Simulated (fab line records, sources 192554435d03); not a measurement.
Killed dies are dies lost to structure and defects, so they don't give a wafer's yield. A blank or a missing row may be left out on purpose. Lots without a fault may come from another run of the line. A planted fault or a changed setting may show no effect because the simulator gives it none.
Problem report in the 8D (eight disciplines) form, filled by code | flow n5_finfet | the parts of the form that need people (team, actions taken, sign-off) are left out

1. THE PROBLEM
etch_rf_on_time_s at N5_PASSIVATION_VIA_ETCH_13 reads a mean of 413 s on 3 wafers of 2 lots; wafers without a fault read 240 s with a standard deviation of 5.1. That is +34 standard deviations from the usual mean.
The step: etches SiO2 in CHF3/O2, target depth 660 nm, time 330 s.
First seen on wafer L640.2, day 14 05:32, on rie_diel-02. The record holds 29 wafers of 12 lots with a number at this step. Rule for "out", or "out of limits": more than 4 standard deviations from the usual mean. The other wafers with a number count as sound.

2. WHAT IT IS AND WHAT IT IS NOT
question                    | is                     | is not
which readings at this step | etch_rf_on_time_s      | drypump_motor_current_A, rf_vpp_V, showerhead_plenum_p_Torr, throttle_valve_pct
which lots                  | L640, L645             | L630, L632, L633, L634, L635, L636, L647, L648, L650, L651
which wafers of those lots  | L640.2, L640.5, L645.5 | L645.1, L645.3
read on which tools         | rie_diel-02            | rie_diel-03, rie_diel-06
when                        | from day 14 05:32      | up to then (13 sound wafers); but 13 sound wafers of L645, L647, L648, L650, L651 came after

3. SUSPECTS, AND WHAT RULES EACH OUT
Counting: a tool at a process step up to the reading stays a suspect if it ran every lot that is out. Sound lots after the first of them don't rule it out here, since some wafers of a struck lot are sound.
- rie_diel-02 at N5_PASSIVATION_VIA_ETCH_13 (etches SiO2 in CHF3/O2, target depth 660 nm, time 330 s): kept. It ran every lot that is out, first L640 (day 14 05:32); its last sound lot up to then is L634 (day 13 02:56). Its own readings are out on those wafers: etch_rf_on_time_s.
Left after counting: rie_diel-02 at N5_PASSIVATION_VIA_ETCH_13.

4. THE CAUSE (what the simulator had put in)
Process parameter drift: rie_diel-02, from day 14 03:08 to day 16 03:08, at N5_PASSIVATION_VIA_ETCH_13. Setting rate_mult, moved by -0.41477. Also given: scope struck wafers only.
Counting left only this tool.

5. THE CHAIN OF EFFECTS, in route order
Each row: a reading whose mean over the struck wafers that have a number lies more than 3 standard deviations from the usual. Only readings for which the record gives a usual standard deviation are gone through. hours: the time from each lot's start at the first step in this table that gives one to its start at this step, as a median over the lots. sigmas: the change in usual standard deviations.
hours | step                       | reading           | usual | on struck wafers | change | sigmas
0     | N5_PASSIVATION_VIA_ETCH_13 | etch_rf_on_time_s | 240 s | 413              | +173   | +34
The process steps in it:
- N5_PASSIVATION_VIA_ETCH_13: etches SiO2 in CHF3/O2, target depth 660 nm, time 330 s.

6. WHAT WOULD HAVE CAUGHT IT SOONER
In this record the first reading out of limits was taken at day 14 05:32, 2 hours after the fault began at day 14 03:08.
